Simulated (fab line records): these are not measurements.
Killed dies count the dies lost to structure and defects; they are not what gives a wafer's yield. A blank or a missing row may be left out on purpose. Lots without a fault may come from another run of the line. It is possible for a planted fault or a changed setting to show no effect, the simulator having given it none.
A lot that was struck, set against a sound lot | flow n5-finfet | 16 out of 1938 route steps
Sound: these wafers, L792.1, L792.3, L792.5. Struck: wafer L798.6. (L798.3 of the same lot was not struck and is left out.) The cause comes at the end.
At each step with rows: each side's tool, then ch and its chambers, then its first start. Under that, the readings that differ: sound wafers | struck wafers | difference of the means | sigmas: that difference in standard deviations of wafers without a fault.
alike: words and numbers the same on both sides, and readings whose means are apart by under 2 such deviations; not compared: readings that were withheld, readings missing a value for some wafer, numbers with overlapping values and no deviation given by the record, and bounds like >300 which may hide the same value.
The two part at a step that has a row with sigmas, a row that says differs or no value, or rows on one side only. Numbers that have no deviation but don't overlap get no sigmas and don't part them. Lack of a reading on every wafer of one side parts them only where that side has two or more wafers.

first, 4 steps without rows for these wafers: N5_BEOL_M3_SOFTBAKE_23 (time 60 s); N5_BEOL_M3_EXPOSE_25 (exposes mask V2, defocus 5 nm); N5_BEOL_M3_PEB_26 (peb time 60 s); N5_BEOL_M3_DEVELOP_27 (develop time 30 s).
N5_BEOL_M3_CD_MEAS_28: target cd 25.7 nm, target cd y 23.3 nm.
  sound on cd-sem-01 ch 0, day 8 02:17; struck on cd-sem-03 ch 0, day 10 01:35
  alike: cd-nm
N5_BEOL_M3_OVL_MEAS_29:
  sound on overlay-02 ch 0, day 8 02:19; struck on overlay-01 ch 0, day 10 01:37
  alike: V2_OVL
N5_BEOL_M3_INSPECT_30: inspects for defects (brightfield).
  sound: defect-inspect-01 at day 8 02:23; struck: defect-inspect-02 at day 10 01:40
  reading          | sound       | struck | difference | sigmas
  raw-defect-count | 241 391 289 | 549    | +242       | +2
N5_BEOL_M3_DESCUM_33: chemistry O2, time 7 s.
  sound on rie-diel-03 ch 0,2, day 8 02:25; struck on rie-diel-03 ch 3, day 10 01:42
  reading               | sound          | struck | difference | sigmas
  oes-product-au (a.u.) | 0.77 0.70 0.77 | 0.94   | +0.19      | +2
  alike: drypump-motor-current-A, o2-flow-sccm, rf-vpp-V, showerhead-plenum-p-Torr, throttle-valve-pct
  not compared: rf-hours-counter-h
N5_BEOL_M3_ETCH_77: etches underlayer in N2/H2, target depth 6.5 nm, time 5.2 s.
  sound on rie-diel-03 ch 0,2, day 8 02:26; struck on rie-diel-03 ch 3, day 10 01:44
  reading               | sound          | struck | difference | sigmas
  oes-product-au (a.u.) | 0.65 0.60 0.66 | 0.80   | +0.16      | +2
  alike: drypump-motor-current-A, etch-rf-on-time-s, rf-vpp-V, showerhead-plenum-p-Torr, throttle-valve-pct
  not compared: rf-hours-counter-h
N5_BEOL_M3_ETCH_69: etches SiARC in CF4, target depth 15.6 nm, time 26 s.
  sound on rie-diel-03 ch 0,2, day 8 02:28; struck on rie-diel-03 ch 3, day 10 01:45
  reading               | sound          | struck | difference | sigmas
  oes-product-au (a.u.) | 0.65 0.61 0.66 | 0.81   | +0.17      | +2
  alike: drypump-motor-current-A, etch-rf-on-time-s, mfc-ar-sccm, rf-vpp-V, showerhead-plenum-p-Torr, throttle-valve-pct
  not compared: rf-hours-counter-h
N5_BEOL_M3_ALD_98: deposits SiO2, target thk 2.5 nm, pulse time 1 s, co reactant pulse time 1 s.
  sound on ald-sin-03 ch 0,2,3, day 8 02:32; struck on ald-sin-01 ch 0, day 10 01:50
  alike: heater-power-w, precursor-pulse-height-rel
N5_BEOL_M3_ETCHBACK_99: etches SiO2 in CHF3, target depth 5 nm, time 10.4 s.
  sound on rie-diel-03 ch 0,1,2, day 8 03:10; struck on rie-diel-03 ch 3, day 10 04:32
  reading               | sound          | struck | difference | sigmas
  oes-product-au (a.u.) | 0.78 0.70 0.73 | 0.94   | +0.20      | +3
  alike: drypump-motor-current-A, mfc-ar-sccm, rf-vpp-V, showerhead-plenum-p-Torr, throttle-valve-pct
  not compared: rf-hours-counter-h
N5_BEOL_M3_ETCH_70: etches SOC in N2/H2, target depth 80 nm, overetch 16 nm, time 120 s.
  sound on rie-diel-03 ch 0,1,2, day 8 03:12; struck on rie-diel-03 ch 3, day 10 04:34
  reading                                    | sound             | struck | difference | sigmas
  oes-product-au (a.u.)                      | 0.59 0.54 0.56    | 0.87   | +0.31      | +6
  run-length-s (s)                           | 143.3 143.4 143.9 | 122.1  | -21.4      | -51
  model.SiARC_of_BEOL_M3_COAT_68.thk-nm (nm) | 6.4 6.4 6.6       | 7.4    | +0.9       |
  alike: drypump-motor-current-A, rf-vpp-V, showerhead-plenum-p-Torr, throttle-valve-pct
  not compared: rf-hours-counter-h
then, 1 step without rows for these wafers: N5_BEOL_M3_STRIP_71 (strips in N2/H2).
N5_BEOL_M4_RC_MEAS_101:
  sound on prober-02 ch 0, day 9 01:40; struck on prober-02 ch 0, day 11 12:49
  reading   | sound       | struck | difference | sigmas
  VT_N (mV) | 253 255 252 | 245    | -8         | -3
  alike: DIBL_N, DIBL_P, IOFF_N, IOFF_P, ION_N, ION_P, SS_N, SS_P, VT_P
-- the record jumps here: 5 days lie between the struck wafers' starts before and after (it left off in module BEOL_M4 and takes up again in module PASSIVATION, whose first step shown is number 1936 of the route) --
N5_PASSIVATION_PROBE_49:
  sound: prober-02 at day 13 20:06; struck: prober-01 at day 16 10:24
  reading            | sound  | struck | difference | sigmas
  killed-at-contacts | 11 6 7 | 20     | +12        | +2
  alike: defect-limited-yield, killed_at_M0_to_M3, killed_at_M4_up, killed-at-front-end, killed-at-other, killed-dies, killed-on-rim, killed-open, killed-short, sort_bin_5_function, sort_bin_6_memory, sort_bin_8_speed, sort-n-pass, sort-yield-pct

WHERE THEY PART
At N5_BEOL_M3_INSPECT_30 first; at N5_PASSIVATION_PROBE_49 last (within this record only).

WHY: what the simulator had put in
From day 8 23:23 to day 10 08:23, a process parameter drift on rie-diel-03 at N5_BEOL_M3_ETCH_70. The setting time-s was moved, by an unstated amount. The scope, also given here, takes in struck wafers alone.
